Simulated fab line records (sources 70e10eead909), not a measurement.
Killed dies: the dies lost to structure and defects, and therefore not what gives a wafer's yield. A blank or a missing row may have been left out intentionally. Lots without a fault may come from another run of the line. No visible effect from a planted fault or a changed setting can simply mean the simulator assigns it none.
Matching of chambers + flow nand_harc + 4 sister chambers for NHARC_P_M2_CMP_23 on cmp-01
The step polishes, t overpolish 20 s, target thk 144.3 nm. 8 wafers are shown with their chamber, then 8 later ones without.

EACH WAFER AND ITS CHAMBER
| wafer  | chamber | motor_current_A (A) | time_to_endpoint_s (s) |
|--------|---------|---------------------|------------------------|
| L077.3 | 3       | 11.2                | 26.6                   |
| L084.1 | 2       | 10.6                | 24.0                   |
| L084.2 | 0       | 12.5                | 26.4                   |
| L084.5 | 0       | 12.5                | 27.0                   |
| L090.2 | 2       | 10.8                | 24.6                   |
| L090.3 | 3       | 11.2                | 26.3                   |
| L090.6 | 1       | 10.9                | 25.7                   |
| L092.2 | 1       | 11.4                | 27.9                   |

WAFERS WITH NO CHAMBER GIVEN
| wafer  | motor_current_A (A) | time_to_endpoint_s (s) |
|--------|---------------------|------------------------|
| L092.4 | 11.4                | 28.5                   |
| L092.5 | 10.9                | 25.1                   |
| L096.1 | 11.4                | 30.3                   |
| L096.4 | 11.7                | 29.1                   |
| L096.6 | 12.9                | 25.8                   |
| L097.1 | 13.2                | 28.4                   |
| L097.4 | 11.2                | 29.4                   |
| L097.6 | 11.0                | 30.7                   |

THE CHAMBER EACH PASSED THROUGH
| wafer  | from the rows above          | in truth |
|--------|------------------------------|----------|
| L092.4 | can't be placed: 1 or 3      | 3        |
| L092.5 | can't be placed: 2 or 3 or 1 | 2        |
| L096.1 | can't be placed: 1 or 3      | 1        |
| L096.4 | can't be placed: 1 or 3 or 0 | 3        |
| L096.6 | 0                            | 0        |
| L097.1 | 0                            | 0        |
| L097.4 | can't be placed: 1 or 3      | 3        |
| L097.6 | can't be placed: 1 or 3      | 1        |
Correctly placed: 2 of 8. Not placeable from these rows: 6 (in 6, the candidates include the true chamber). 0 placed wrongly.
How it was worked out, from the rows above alone: a wafer's distance from a chamber is the root of the sum, over the readings, of the square of ((its reading less the chamber's mean) divided by the reading's scatter). The wafer belongs to the nearest chamber; if the next one is less than 2 further off, it can't be placed. The mean given for a chamber averages the wafers shown for that chamber. The scatter: take each reading less its chamber's mean, square it, sum over the shown wafers, divide by the number of wafers less the number of chambers, and take the root.
